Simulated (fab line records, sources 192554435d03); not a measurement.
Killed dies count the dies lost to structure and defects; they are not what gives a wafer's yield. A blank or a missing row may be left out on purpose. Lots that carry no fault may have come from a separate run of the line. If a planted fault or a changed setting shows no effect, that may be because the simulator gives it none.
One fault seen from 2 desks | flow n5-finfet | each desk holds nothing but its own numbers, with what lay behind them at the end

## AT THE METROLOGY DESK
What the gauges read for every lot (on any tool): the sampled wafers with a number, averaged. A lot is out of limits, marked OUT, if its mean lies more than 4 standard deviations from the usual mean; the brackets give that distance. Shown are 7 of the 23 readings it has, namely the first that went out of limits plus those furthest out on some lot.
Columns: A = IOFF_P at N5_BEOL_M4_RC_MEAS_101, usual 0.21 nA/um; B = IOFF_P_85C at N5_BEOL_M4_RC_MEAS_101, usual 3.6 nA/um; C = IOFF_P_LIN at N5_BEOL_M4_RC_MEAS_101, usual 0.098 nA/um; D = IOFF_P_LONG at N5_BEOL_M4_RC_MEAS_101, usual 0.000101 nA/um; E = VT_N at N5_BEOL_M4_RC_MEAS_101, usual 250 mV; F = VT_N_LONG at N5_BEOL_M4_RC_MEAS_101, usual 275.5 mV; G = VT_N_LVT at N5_BEOL_M4_RC_MEAS_101, usual 99 mV
lot  | first seen here | A              | B              | C                       | D                  | E             | F               | G
L346 | day 8 19:53     | 0.25           | 4.1            | 0.109                   | 0.000105           | 247           | 275.6           | 94
L348 | day 9 02:36     | 0.19           | 3.3            | 0.092                   | 0.000107           | 249           | 272.9           | 95
L350 | day 10 01:41    | 0.17           | 3.0            | 0.085                   | 0.000099           | 254           | 277.3           | 100
L356 | day 10 10:55    | 0.18           | 3.2            | 0.087                   | 0.000099           | 256           | 276.5           | 104
L354 | day 11 02:05    | 0.22           | 3.8            | 0.102                   | 0.000108           | 247           | 272.3           | 94
L357 | day 11 07:40    | 0.21           | 3.7            | 0.100                   | 0.000093           | 250           | 276.2           | 101
L358 | day 11 09:48    | 0.19           | 3.3            | 0.094                   | 0.000103           | 251           | 274.3           | 99
L364 | day 12 16:52    | 1.63 (+39) OUT | 17.9 (+27) OUT | 0.781 (+53) OUT         | 0.000322 (+27) OUT | 324 (+19) OUT | 349.2 (+33) OUT | 174 (+19) OUT
L366 | day 14 04:04    | 2.95 (+76) OUT | 31.8 (+54) OUT | 1.429 (+99 or more) OUT | 0.000570 (+57) OUT | 391 (+35) OUT | 415.7 (+64) OUT | 240 (+35) OUT
Finding of this desk: L364, L366 out of limits, first seen on L364 at day 12 17:22 (IOFF_P at N5_BEOL_M4_RC_MEAS_101). L346, L348, L350, L356, L354, L357, L358 stayed within limits.

## AT THE TOOL OWNER'S DESK: thermal-cvd-si-02
The tool's own readings at N5_HKMG_FIN_CVD_62 (deposits a-Si from Si2H6, target thk 3 nm, time 20.8 s): means of the sampled wafers that have a number, for each lot that ran on this tool. A lot is out of limits, marked OUT, if its mean lies more than 4 standard deviations from the usual mean; the brackets give that distance.
Columns: A = chamber-pressure-Torr at N5_HKMG_FIN_CVD_62, usual 1.0000 Torr; B = heater-power-w at N5_HKMG_FIN_CVD_62, usual 1452 W
lot  | first seen here | A      | B
L346 | day 4 15:41     | 0.9989 | 1472
L348 | day 4 22:19     | 0.9981 | 1425
L350 | day 5 11:35     | 0.9994 | 1442
L354 | day 6 08:20     | 0.9977 | 1451
L356 | day 6 18:50     | 1.0006 | 1448
L358 | day 7 09:01     | 1.0004 | 1428
L364 | day 8 21:18     | 0.9989 | 1444
L366 | day 9 08:25     | 0.9999 | 1421
Finding of this desk: none of the 8 lots has anything out of limits.

## ALL TOGETHER
An alarm was possible from the metrology desk at day 12 17:22, on L364, L366.
The desk of the tool owner found nothing out of limits.
The tool owner's desk has L364, L366 on record, within its limits.
N5_HKMG_FIN_CVD_62 was run on thermal-cvd-si-02 by each of the lots named.

## WHAT THE SIMULATOR PUT IN
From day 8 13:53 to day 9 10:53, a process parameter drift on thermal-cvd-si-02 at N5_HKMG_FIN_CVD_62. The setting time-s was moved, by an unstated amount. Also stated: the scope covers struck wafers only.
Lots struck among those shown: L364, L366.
Per desk, hours elapsed from the start of the fault to the first reading out of limits: for the metrology desk, 99.
